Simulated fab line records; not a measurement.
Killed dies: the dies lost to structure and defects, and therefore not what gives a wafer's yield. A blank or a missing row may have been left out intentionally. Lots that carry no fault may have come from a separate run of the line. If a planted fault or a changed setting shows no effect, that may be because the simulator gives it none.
Chamber matching    flow n5_finfet    3 sister chambers for N5_BEOL_M12_DEP_53 on pecvd-04
The step deposits SiCN from 3MS/NH3, target thk 30 nm, time 10.5 s. 3 wafers are shown with their chamber, then 8 later ones without.

== WAFERS PAIRED WITH THEIR CHAMBERS ==
wafer   chamber  throttle_valve_pct (%)
L079.5  2        16.7
L087.4  1        19.4
L091.1  0        18.1

== WAFERS WITHOUT THEIR CHAMBER ==
wafer   throttle_valve_pct (%)
L091.2  17.0
L091.5  18.9
L095.2  17.1
L095.4  17.1
L095.6  19.3
L096.1  19.1
L096.2  17.2
L096.6  17.5

== WHICH CHAMBER EACH ONE RAN IN ==
wafer   from the rows above      in truth
L091.2  can't be placed: 2 or 0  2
L091.5  can't be placed: 1 or 0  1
L095.2  can't be placed: 2 or 0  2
L095.4  can't be placed: 2 or 0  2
L095.6  1                        1
L096.1  can't be placed: 1 or 0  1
L096.2  can't be placed: 2 or 0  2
L096.6  can't be placed: 0 or 2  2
1 of 8 placed correctly. Unplaceable from these rows: 7, with the true chamber sitting among the candidates in 7. Number placed wrongly: 0.
How it was worked out, from the rows above alone: a wafer's distance from a chamber is the root of the sum, over the readings, of the square of ((its reading less the chamber's mean) divided by the reading's scatter). The wafer belongs to the nearest chamber; if the next one is less than 2 further off, it can't be placed. For every chamber, the mean is computed from those of its wafers that are shown. The scatter (one wafer shown for each chamber): square how far every hidden wafer sits from the nearest shown wafer, average those squares and take the square root.
